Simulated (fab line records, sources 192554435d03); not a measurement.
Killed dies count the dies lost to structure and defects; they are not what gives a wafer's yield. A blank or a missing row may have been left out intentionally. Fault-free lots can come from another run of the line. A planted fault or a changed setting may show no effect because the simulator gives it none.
Comparing a struck lot with a sound one / flow n5 finfet / 36 steps out of a route of 1938
Sound: the wafers L107.3, L107.5, L107.6. Wafers struck: L103.1, L103.2, L103.4. At the end, the cause is stated.
At each step with rows: each side's tool, then ch and its chambers, then its first start. Under that, the readings that differ: sound wafers / struck wafers / difference of the means / sigmas: that difference in standard deviations of wafers without a fault.
alike: readings whose means differ by less than 2 such deviations, and words and numbers that are the same on both sides. not compared: withheld readings, readings that some wafer has no value for, bounds like >300 that may hide the same value, and numbers for which the record gives no deviation and whose values overlap.
A row with sigmas, a row that says differs or no value, or rows on one side alone: a step with any of these is where the two part. When numbers do not overlap yet have no deviation, they are printed without sigmas and do not part them. Lack of a reading on every wafer of one side parts them only where that side has two or more wafers.

first, 9 steps without rows for these wafers: N5_BEOL_M4_ANNEAL_95 (time 240 s); N5_BEOL_M4_SPUTTER_96 (material Cu, target thk 4.5 nm, time 8.29 s); N5_BEOL_M4_ECD_50 (material Cu, target thk 300 nm); N5_BEOL_M4_ANNEAL_51 (time 90 s); N5_BEOL_M4_CMP_52 (polishes, stops on SiOC, t overpolish 6.8 s, target thk 40 nm); N5_BEOL_M4_PRE_CLEAN_60 (time 15 s); N5_BEOL_M4_CO_CAP_55 (material Co, precursor CCTBA/H2, target thk 2 nm, time 102.1 s); N5_BEOL_M4_PRE_CLEAN_56 (time 15 s); N5_BEOL_M4_DEP_57 (deposits SiCN from 3MS/NH3, target thk 8 nm, time 14 s).
N5_BEOL_M4_RC_MEAS_101:
  sound on prober-01 ch 0, day 12 21:13; struck on prober-02 ch 0, day 12 13:04
reading=ION_P (uA/um); sound=464 456 461; struck=473 479 475; difference=+15; sigmas=+2
  alike: DIBL_N, DIBL_P, IOFF_N, IOFF_P, ION_N, SS_N, SS_P, VT_N, VT_P
then, 24 steps without rows for these wafers: N5_BEOL_M5_ILD_DEP_00 (deposits SiCOH lowk from DEMS/porogen, target thk 140.64 nm, time 25.9 s); N5_BEOL_M5_CURE_79 (cures SiCOH lowk, time 240 s); N5_BEOL_M5_PECVD_70 (deposits SiO2 from TEOS/O2, target thk 16 nm, time 18 s); N5_BEOL_M5_HM_DEP_02 (deposits TiN, target thk 20 nm); N5_BEOL_M5_COAT_59 (time 60 s, resist thk 60 nm); N5_BEOL_M5_COAT_60 (time 60 s, resist thk 12 nm); N5_BEOL_M5_COAT_71 (time 60 s, resist thk 5 nm); N5_BEOL_M5_COAT_05 (resist thk 30 nm); N5_BEOL_M5_EBR_07; N5_BEOL_M5_SOFTBAKE_06 (time 60 s); N5_BEOL_M5_EXPOSE_08 (exposes mask M5, target cd 28 nm); N5_BEOL_M5_PEB_09 (peb time 60 s); N5_BEOL_M5_DEVELOP_10 (develop time 30 s); N5_BEOL_M5_DESCUM_16 (chemistry O2, time 7 s); N5_BEOL_M5_ETCH_72 (etches underlayer in N2/H2, target depth 6.5 nm, time 5.2 s); N5_BEOL_M5_ETCH_61 (etches SiARC in CF4, target depth 15.6 nm, time 26 s); N5_BEOL_M5_ETCH_62 (etches SOC in N2/H2, target depth 75 nm, overetch 15 nm, time 112.5 s); N5_BEOL_M5_STRIP_63 (strips in N2/H2); N5_BEOL_M5_STRIP_73 (strips in N2/H2); N5_BEOL_M5_STRIP_64 (strips in CF4); N5_BEOL_M5_HM_OPEN_17 (chemistry Cl2/BCl3, target TiN, target depth 20 nm, overetch 6 nm); N5_BEOL_M5_STRIP_19 (strips in O2); N5_BEOL_M5_COAT_65 (time 60 s, resist thk 60 nm); N5_BEOL_M5_COAT_66 (time 60 s, resist thk 12 nm).
N5_BEOL_M8_PECVD_70: deposits SiO2 from TEOS/O2, target thk 20 nm, time 22.7 s.
  sound on pecvd-04 ch 0,2, day 14 05:22; struck on pecvd-03 ch 1,2, day 13 19:43
  no value came back on the struck wafers for any of 7 readings (chamber pressure Torr (Torr), heater power outer w (W) and others); on the sound wafers chamber pressure Torr (Torr) reads 5.491 5.498 5.495
  not compared: since wet clean h
-- record jumps: 3 days separate the struck wafers' starts on either side; left off in module BEOL_M8, taken up again in module PASSIVATION, whose first shown step is the route's number 1936 --
N5_PASSIVATION_PROBE_49:
  struck on prober-02, day 16 08:36; sound on prober-01, day 17 07:48
reading=defect limited yield (%); sound=86.5 92.7 89.7; struck=62.9 60.9 62.5; difference=-27.5; sigmas=-18
reading=killed_at_M4_up; sound=31 14 18; struck=319 362 322; difference=+313; sigmas=+55
reading=killed at contacts; sound=5 9 4; struck=25 16 21; difference=+15; sigmas=+3
reading=killed dies; sound=159 86 121; struck=438 461 442; difference=+325; sigmas=+19
reading=killed on rim; sound=29 10 10; struck=115 19 113; difference=+66; sigmas=+15
reading=sort_bin_5_function (%); sound=7.3 3.9 5.3; struck=32.6 35.3 31.9; difference=+27.8; sigmas=+30
reading=sort n pass; sound=1021 1094 1059; struck=742 719 738; difference=-325; sigmas=-19
reading=sort yield pct (%); sound=86.5 92.7 89.7; struck=62.9 60.9 62.5; difference=-27.5; sigmas=-18
  alike: killed_at_M0_to_M3, killed at front end, killed at other, killed open, killed short, sort_bin_6_memory

WHERE THEY PART
Last at N5_PASSIVATION_PROBE_49 as far as this record goes, first at N5_BEOL_M4_RC_MEAS_101.

WHY: what had been put in by the simulator
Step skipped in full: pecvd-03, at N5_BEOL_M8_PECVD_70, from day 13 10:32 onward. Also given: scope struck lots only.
